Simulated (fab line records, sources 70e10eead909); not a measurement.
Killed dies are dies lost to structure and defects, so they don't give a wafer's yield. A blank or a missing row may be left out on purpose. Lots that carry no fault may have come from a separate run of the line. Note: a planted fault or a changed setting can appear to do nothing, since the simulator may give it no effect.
fab line records	flow nandHarc
record lots=12	wafers=36	lastDay=32
route steps=1302 shown A_M1@1183 A_BONDPAD@1204 END@1302
lots untouched by any fault: they come from a run of this same line in which no faults occurred
startH: the number of hours between the record's first day and the start of the first shown wafer of the lot	waitH: how many hours have passed since the lot's step before this one	" same as the row above	L1.1+2: several wafers, shown together as one row	- no value, or no start was given	* or withheld: withheld	< > ~ a bound
route shown NAME@n: a module of which the file shows steps, and the number in the route of the first	usual: the fault-free wafers' mean and standard deviation	same: alike in all rows	chamber/n: place in a boat	sites: each site's reading	_std_site: how widely they spread, as a standard deviation	_edge_site: inner sites' mean taken away from outer sites' mean	radiusMm: for every site, how far away it sits from the centre of the wafer	mask NAME#n: copy n	behind: the most recent tool/chamber to have shaped the wafer	hold: what put the lot on hold/how long, in hours/how the hold closed	device: names the non-switching transistor (n, p or np)	end of line: tests of these same wafers at the route's end	step lacking rows: just its recipe	killed: dies lost to structure and defects at the first sort, not the wafer's yield	map: dies across one wafer; x = killed, . = not, _ = none there
set.NAME: the setting that was run; set.NAME@STEP: the one run at that earlier step	model.NAME: the simulator's own value behind a step, which no gauge read
one table for each step of the route and one row for each wafer, over a sample of lots
services: the hour from which a tool's chamber was out of use, counted from the record's first day as startH (under 0 if before that day), plus the number of hours and why
## steps
# step NHARC_A_M1_ETCH_35
# recipe targetDepthA=400	overetchA=120	timeS=43.94	ionEnergyEv=200	n2FlowSccm=150	h2FlowSccm=150	arFlowSccm=0	rfW=400	biasW=150	chemistry=N2/H2
# usual drypumpMotorCurrentA=5.5/0.35	oesProductAu=0.998/0.0096	rfFwdPowerW=395.1/2.1	rfVppV=431.5/2.7	showerheadPlenumPTorr=2.08/0.092	throttleValvePct=14.170/0.009
lot.wafer	tool	chamber	startH	waitH	drypumpMotorCurrentA	oesProductAu	rfFwdPowerW	rfHoursCounterH	rfVppV	showerheadPlenumPTorr	throttleValvePct
L315.3	rieDiel-12	1	523.23	0.1	4.7	1.010	392.1	4.1	432.3	2.08	14.179
L315.2	"	2	"	"	5.7	0.993	395.6	4.2	432.7	2.17	14.159
L315.5	"	0	"	"	5.7	1.004	395.9	-	433.9	2.14	14.167
L316.1	rieDiel-10	0	536.69	0.1	5.9	0.995	394.3	4.3	431.1	2.12	14.172
L316.2	"	3	"	"	5.7	0.995	394.4	4.8	428.6	1.97	14.181
L316.4	"	0	"	"	5.9	1.002	395.2	-	431.8	2.12	14.188
L317.1	rieDiel-12	3	537.10	0.1	5.2	0.995	396.2	5.2	430.5	2.02	14.177
L317.2	"	1	"	"	4.7	0.985	391.8	4.9	432.4	2.08	14.155
L317.6	"	0	"	"	5.7	0.983	396.1	-	432.3	2.14	14.166
L321.2	rieDiel-13	2	586.82	0.1	5.7	0.997	394.1	1.0	426.7	1.91	14.168
L321.3	"	3	"	"	5.8	0.987	390.6	1.0	435.9	2.19	14.171
L321.5	"	2	"	"	5.7	1.013	395.5	-	425.1	1.91	14.161
L322.3	rieDiel-13	3	601.86	0.1	5.8	0.993	390.2	1.6	434.7	2.19	14.190
L322.5	"	3	"	"	5.8	0.994	390.1	-	434.4	2.19	14.170
L322.6	"	0	"	"	5.1	0.983	399.1	-	430.2	2.05	14.178
L323.3	rieDiel-10	3	627.93	0.1	5.7	1.017	397.2	1.1	428.7	1.97	14.177
L323.4	"	0	"	"	5.9	1.006	395.0	1.0	432.7	2.12	14.174
L323.2	"	1	"	"	5.7	0.995	396.5	1.5	426.8	1.94	14.163
L326.3	rieDiel-13	0	638.21	0.1	5.1	1.004	396.2	2.8	431.1	2.05	14.157
L326.1	"	3	"	"	5.8	0.999	389.7	2.9	432.4	2.19	14.178
L326.6	"	1	"	"	5.3	1.001	395.1	-	434.9	2.20	14.171
L327.1	rieDiel-12	3	661.24	0.1	5.1	0.989	394.6	0.9	431.1	2.02	14.171
L327.5	"	2	"	"	5.7	0.994	396.5	-	434.2	2.16	14.165
L327.6	"	3	"	"	5.1	1.000	395.0	-	430.1	2.02	14.166
L331.2	rieDiel-13	2	685.63	0.1	5.7	1.001	396.6	4.2	426.6	1.91	14.178
L331.4	"	3	"	"	5.8	0.987	390.8	4.3	434.3	2.19	14.175
L331.5	"	0	"	"	5.1	0.998	396.4	-	430.4	2.05	14.162
L333.4	rieDiel-12	0	706.59	0.1	5.7	0.989	396.5	3.3	432.8	2.14	14.165
L333.5	"	1	"	"	4.7	0.988	392.6	-	431.9	2.07	14.171
L333.6	"	2	"	"	5.7	1.003	395.6	-	434.4	2.16	14.178
L334.3	rieDiel-13	0	718.55	0.1	5.1	0.995	397.1	0.3	430.2	2.05	14.165
L334.4	"	2	"	"	5.7	0.992	395.3	0.2	427.5	1.91	14.172
L334.1	"	3	"	"	5.8	0.997	393.3	0.3	434.3	2.19	14.172
L336.4	rieDiel-12	3	730.85	0.1	5.1	1.004	396.7	5.1	429.0	2.02	14.183
L336.6	"	1	"	"	4.7	0.995	390.6	-	430.6	2.07	14.182
L336.5	"	2	"	"	5.7	0.997	398.5	-	434.2	2.16	14.167
# step NHARC_A_BONDPAD_THK_MEAS_30
# recipe thkMeasGauge=ellipsometry
# usual thkNm=200.2/1.3
lot.wafer	tool	chamber	startH	waitH	thkNm
L315.2	filmMetro-01	-	527.08	0.2	201.6
L315.3	"	-	"	"	201.4
L315.5	"	-	"	"	201.7
L316.1	filmMetro-01	-	540.65	0.2	200.0
L316.2	"	-	"	"	199.8
L316.4	"	-	"	"	199.5
L317.1	filmMetro-01	-	540.99	0.2	199.6
L317.2	"	-	"	"	198.7
L317.6	"	-	"	"	199.1
L321.2	filmMetro-02	-	590.69	0.2	198.7
L321.3	"	-	"	"	199.7
L321.5	"	-	"	"	199.5
L322.3	filmMetro-01	-	605.71	0.2	198.1
L322.5	"	-	"	"	198.2
L322.6	"	-	"	"	197.8
L323.2	filmMetro-02	-	631.81	0.2	198.9
L323.3	"	-	"	"	199.7
L323.4	"	-	"	"	200.2
L326.1	filmMetro-02	-	642.06	0.1	201.1
L326.3	"	-	"	"	202.1
L326.6	"	-	"	"	201.2
L327.1	filmMetro-02	-	665.11	0.1	198.8
L327.5	"	-	"	"	201.8
L327.6	"	-	"	"	201.6
L331.2	filmMetro-02	-	689.54	0.2	200.4
L331.4	"	-	"	"	200.5
L331.5	"	-	"	"	202.5
L333.4	filmMetro-02	-	715.89	0.2	200.0
L333.5	"	-	"	"	198.9
L333.6	"	-	"	"	199.8
L334.1	filmMetro-01	-	722.40	0.2	201.4
L334.3	"	-	"	"	199.4
L334.4	"	-	"	"	199.6
L336.4	filmMetro-01	-	735.18	0.2	199.9
L336.5	"	-	"	"	198.2
L336.6	"	-	"	"	200.1
# step NHARC_A_BONDPAD_PVD_17
# recipe targetThkA=50	biasV=168.6	powerW=15000	chamberPressurePa=0.12	timeS=8.06	substrateTempC=50	material=TaN
# usual biasV=168.7/1.7	throttleValvePct=29.8/0.97	timeS=8.06/0
lot.wafer	tool	chamber	startH	waitH	biasV	throttleValvePct	timeS
L315.2	pvdSputter-01	-	528.85	-	168.8	30.4	8.06
L315.3	"	-	"	"	168.7	30.3	8.06
L315.5	"	-	"	"	164.8	29.5	8.06
L316.2	pvdSputter-02	-	542.53	-	171.7	31.8	8.06
L316.1	"	-	"	"	167.2	29.6	8.06
L316.4	"	-	"	"	167.8	27.5	8.06
L317.1	pvdSputter-01	-	542.93	-	168.2	29.8	8.06
L317.2	"	-	"	"	169.2	29.3	8.06
L317.6	"	-	"	"	167.1	29.8	8.06
L321.3	pvdSputter-01	-	592.56	-	170.9	28.5	10.635
L321.2	"	-	"	"	166.8	30.2	10.635
L321.5	"	-	"	"	169.0	30.0	10.635
L322.3	pvdSputter-03	-	607.55	-	172.8	31.4	8.06
L322.6	"	-	"	"	165.8	29.3	8.06
L322.5	"	-	"	"	170.5	31.1	8.06
L323.2	pvdSputter-01	-	633.66	-	167.6	28.4	10.635
L323.4	"	-	"	"	169.0	30.0	10.635
L323.3	"	-	"	"	168.1	29.8	10.635
L326.1	pvdSputter-03	-	643.95	-	169.9	31.1	8.06
L326.3	"	-	"	"	167.3	29.1	8.06
L326.6	"	-	"	"	168.2	28.8	8.06
L327.1	pvdSputter-02	-	666.82	-	167.8	29.7	8.06
L327.5	"	-	"	"	169.0	29.9	8.06
L327.6	"	-	"	"	165.8	28.7	8.06
L331.2	pvdSputter-02	-	691.38	-	171.0	29.7	8.06
L331.4	"	-	"	"	170.3	31.2	8.06
L331.5	"	-	"	"	169.8	29.4	8.06
L333.4	pvdSputter-02	-	717.61	-	169.5	29.6	8.06
L333.5	"	-	"	"	165.3	29.0	8.06
L333.6	"	-	"	"	170.0	29.6	8.06
L334.4	pvdSputter-03	-	724.27	-	167.5	28.0	8.06
L334.3	"	-	"	"	167.8	31.7	8.06
L334.1	"	-	"	"	170.4	29.0	8.06
L336.4	pvdSputter-03	-	736.92	-	170.3	29.2	8.06
L336.5	"	-	"	"	172.1	30.1	8.06
L336.6	"	-	"	"	169.2	28.1	8.06
# step NHARC_A_BONDPAD_ANNEAL_28
# recipe tempC=225	timeS=90
# usual wafer_temp_C_max=226.02/0.23
lot.wafer	tool	chamber	startH	waitH	wafer_temp_C_max
L315.2	rtpAnneal-01	0	529.50	0.3	226.51
L315.3	"	0	"	"	226.29
L315.5	"	0	"	"	225.66
L316.1	rtpAnneal-01	0	543.15	-	226.03
L316.2	"	0	"	"	225.97
L316.4	"	0	"	"	225.76
L317.1	rtpAnneal-02	0	543.54	0.3	225.98
L317.2	"	0	"	"	225.87
L317.6	"	0	"	"	225.74
L321.2	rtpAnneal-01	0	593.21	0.4	225.54
L321.3	"	0	"	"	226.10
L321.5	"	0	"	"	225.98
L322.3	rtpAnneal-01	0	608.27	0.3	225.87
L322.5	"	0	"	"	226.02
L322.6	"	0	"	"	226.01
L323.2	rtpAnneal-02	0	634.33	-	225.65
L323.3	"	0	"	"	225.97
L323.4	"	0	"	"	226.26
L326.1	rtpAnneal-02	0	644.64	-	225.65
L326.3	"	0	"	"	226.19
L326.6	"	0	"	"	226.05
L327.1	rtpAnneal-02	0	667.44	0.3	226.11
L327.5	"	0	"	"	225.70
L327.6	"	0	"	"	226.31
L331.2	rtpAnneal-01	0	692.04	0.3	226.21
L331.4	"	0	"	"	226.15
L331.5	"	0	"	"	226.05
L333.4	rtpAnneal-02	0	718.38	0.3	226.27
L333.5	"	0	"	"	226.14
L333.6	"	0	"	"	226.43
L334.1	rtpAnneal-02	0	724.88	0.3	226.10
L334.3	"	0	"	"	225.85
L334.4	"	0	"	"	225.91
L336.4	rtpAnneal-01	0	737.66	0.4	226.15
L336.5	"	0	"	"	226.12
L336.6	"	0	"	"	225.80
# step NHARC_END_SORT_01
# recipe tempC=25
# usual killedAtArray=64/16	killedAtOther=1.0/1.1	killedAtPeriphery=3.5/2.3	killedDies=69/17	killedOpen=3.2/1.6	killedShort=2.4/1.6
# same grossDies=677
lot.wafer	tool	chamber	startH	waitH	killedAtArray	killedAtOther	killedAtPeriphery	killedDies	killedOpen	killedShort
L321.3	prober-01	0	622.69	3.1	74	0	5	79	6	2
L321.5	prober-01	0	624.31	3.7	78	0	3	81	4	3
# killed by level:class
L321.3 A_CHANNEL_HOLE_D2:chamberFilmFlake=34 A_SLIT:chamberFilmFlake=24 P_ZERO_WELL:areaExpose=3 A_M0:geometricParticle:open=2 A_STAIRCASE:chamberFilmFlake=2 A_CHANNEL_HOLE_D1:chamberFilmFlake=2 A_DECK1_JOINT:chamberFilmFlake=2 P_M0:geometricParticle:open=1
L321.5 A_CHANNEL_HOLE_D2:chamberFilmFlake=36 A_SLIT:chamberFilmFlake=22 A_CHANNEL_HOLE_D1:chamberFilmFlake=9 A_CONTACT:chamberFilmFlake=2 P_M0:geometricParticle:open=1 P_M0:geometricParticle:short=1 A_ONON_D2:geometricParticle:open=1 A_CHANNEL_FILL_D2:geometricParticle:short=1
## services
tool	chamber	startH	hours	kind
rieDiel-10	1	499.88	3.1	repair
rieDiel-13	2	508.51	3.1	repair
pvdSputter-01	-	516.14	1.1	repair
rieDiel-13	-	519.00	9.0	pm
pvdSputter-03	-	523.79	1.2	repair
pvdSputter-03	-	525.76	8.1	repair
rieDiel-10	-	528.98	1.6	repair
rieDiel-10	1	532.25	5.3	repair
rieDiel-12	0	540.41	19.7	repair
rieDiel-10	1	557.30	13.3	repair
rieDiel-10	3	564.30	2.0	repair
pvdSputter-01	-	582.00	10.0	pm
rieDiel-12	-	622.40	9.0	pm
pvdSputter-01	-	626.33	3.5	repair
rieDiel-13	-	632.10	0.8	repair
rieDiel-12	3	633.97	1.4	repair
pvdSputter-02	-	638.00	10.0	pm
pvdSputter-01	-	642.65	4.3	repair
pvdSputter-01	-	656.88	5.1	repair
pvdSputter-02	-	672.48	18.2	repair
rieDiel-13	-	696.00	9.0	pm
pvdSputter-01	-	701.68	6.0	repair
pvdSputter-03	-	711.81	10.0	pm
rieDiel-13	2	722.26	8.8	repair
## key
firstSign step=NHARC_A_BONDPAD_PVD_17	reading=timeS	direction=up	sigmas=99+	usual=*	struck=*
effect none on later readings
metAt NHARC_A_BONDPAD_PVD_17
struckLots L321,L323
testerLeftOut L321,L323
notActingAt NHARC_A_M1_ETCH_35,NHARC_A_BONDPAD_THK_MEAS_30,NHARC_A_BONDPAD_ANNEAL_28
onsetBetween 542.93 592.56
earlierFault kind=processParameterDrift	tool=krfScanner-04	chamber=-	onsetH=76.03	steps=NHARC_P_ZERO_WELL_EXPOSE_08	channel=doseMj	offset=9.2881	shape=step	actsIn=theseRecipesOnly	stated=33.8
fault kind=processParameterDrift	tool=pvdSputter-01	chamber=-	onsetH=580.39	steps=NHARC_A_BONDPAD_PVD_17	channel=timeS	offset=*	shape=step	actsIn=*	stated=*
# testerLeftOut: of these lots the tester's yield and bins aren't shown, on N5 and GAA mostly nor the transistor test; their killed dies are dies lost to structure and defects alone, not to doping, threshold or leakage, so they don't give the yield
